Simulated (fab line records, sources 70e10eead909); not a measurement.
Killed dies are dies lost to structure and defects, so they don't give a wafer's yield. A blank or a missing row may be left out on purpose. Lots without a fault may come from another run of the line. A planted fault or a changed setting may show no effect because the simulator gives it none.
Chamber matching | flow nand_harc | NHARC_P_M1_STRIP_18 on rie_diel-12: 4 sister chambers
The step strips in N2/H2. 4 wafers are shown with their chamber, then 9 later ones without.

WAFERS WITH THEIR CHAMBER
wafer  | chamber | drypump_motor_current_A (A)
L083.5 | 0       | 5.7
L082.4 | 2       | 5.6
L088.3 | 1       | 5.2
L088.4 | 3       | 5.9

WAFERS WITHOUT THEIR CHAMBER
wafer  | drypump_motor_current_A (A)
L085.3 | 5.2
L085.4 | 6.0
L085.5 | 5.2
L090.2 | 5.5
L090.4 | 6.0
L090.6 | 6.0
L094.2 | 5.6
L094.4 | 5.9
L094.6 | 5.2

WHICH CHAMBER EACH WENT THROUGH
wafer  | from the rows above     | in truth
L085.3 | 1                       | 1
L085.4 | 3                       | 3
L085.5 | 1                       | 1
L090.2 | can't be placed: 2 or 0 | 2
L090.4 | 3                       | 3
L090.6 | 3                       | 3
L094.2 | can't be placed: 2 or 0 | 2
L094.4 | 3                       | 3
L094.6 | 1                       | 1
Placed correctly: 7 of 9. Can't be placed from these rows: 2 (the true chamber is among the candidates in 2). Placed wrongly: 0.
How it was worked out, from the rows above alone: a wafer's distance from a chamber is the root of the sum, over the readings, of the square of ((its reading less the chamber's mean) divided by the reading's scatter). The wafer belongs to the nearest chamber; if the next one is less than 2 further off, it can't be placed. A chamber's mean is the mean of its shown wafers. The scatter: with one shown wafer a chamber, the root of the mean of the squares of how far each hidden wafer lies from its nearest shown one.
